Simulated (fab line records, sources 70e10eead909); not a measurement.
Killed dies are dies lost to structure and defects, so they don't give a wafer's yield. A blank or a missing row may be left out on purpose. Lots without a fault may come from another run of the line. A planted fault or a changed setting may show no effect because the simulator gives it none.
Which tool did it? | flow nand_harc | 11 lots, 33 wafers sampled, at 2 steps of a route of 1302

WHAT THE GAUGES READ, wafer by wafer
NHARC_P_STI_CD_MEAS_09: target cd 200 nm.
lot  | measured     | on        | cd_nm (nm)
L152 | day 2 23:29  | cd_sem-02 | 210 200 200
L154 | day 3 14:11  | cd_sem-02 | 193 198 200
L156 | day 4 10:41  | cd_sem-01 | 200 205 203
L158 | day 5 07:05  | cd_sem-03 | 200 195 200
L160 | day 6 02:44  | cd_sem-01 | 199 195 199
L167 | day 9 01:45  | cd_sem-02 | 142 143 142
L168 | day 9 12:47  | cd_sem-03 | 201 199 202
L172 | day 11 05:48 | cd_sem-01 | 160 152 152
L173 | day 11 14:41 | cd_sem-02 | 196 196 199
L174 | day 12 02:13 | cd_sem-02 | 208 202 205
L175 | day 12 12:15 | cd_sem-02 | 204 202 202

WHICH TOOL RAN EACH LOT (tool, then ch and the chambers of the sampled wafers, then the start)
lot  | NHARC_P_STI_EXPOSE_06
L152 | krf_scanner-03 ch 0, day 2 23:20
L154 | krf_scanner-03 ch 0, day 3 14:02
L156 | krf_scanner-03 ch 0, day 4 10:32
L158 | krf_scanner-01 ch 0, day 5 06:56
L160 | krf_scanner-01 ch 0, day 6 02:35
L167 | krf_scanner-03 ch 0, day 9 01:36
L168 | krf_scanner-04 ch 0, day 9 12:38
L172 | krf_scanner-03 ch 0, day 11 05:39
L173 | krf_scanner-01 ch 0, day 11 14:32
L174 | krf_scanner-04 ch 0, day 12 02:04
L175 | krf_scanner-04 ch 0, day 12 12:06
- NHARC_P_STI_EXPOSE_06: exposes mask P STI, target cd 200 nm.

THE ANSWER, worked out from the rows above alone
Rule: what is usual is taken from the lots themselves. Put in order of their means at a reading, lots are off if they are a third of the lots or fewer, leave a main group of 4 or more, and stand apart from it by a gap of 3 or more times the standard deviation of the main group's means; of several such gaps the widest counts. A main group whose means are all the same, to the digits that the tables above print for the reading, isn't used. A lot without any number at a reading at which 4 lots or more have one is off too. The other lots that the step has rows for count as sound.
Off: L167, L172, at NHARC_P_STI_CD_MEAS_09 (cd_nm). The main group: mean 200 nm, standard deviation 2.9.
A tool fits if, at a process step before that reading, it ran every lot that is off, and no sound lot after the first of them. The gauges at NHARC_P_STI_CD_MEAS_09 are tried like those tools. One fits: krf_scanner-03 at NHARC_P_STI_EXPOSE_06. Its last sound lot is L156 (day 4 10:32), its first lot that is off L167 (day 9 01:36): a fault that began between those two fits.

WHAT THE SIMULATOR HAD PUT IN
Process parameter drift: krf_scanner-03, from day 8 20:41 on, at NHARC_P_STI_EXPOSE_06. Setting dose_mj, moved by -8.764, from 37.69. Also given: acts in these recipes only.
Lots struck among those shown: L167, L172. The rule above found the same.
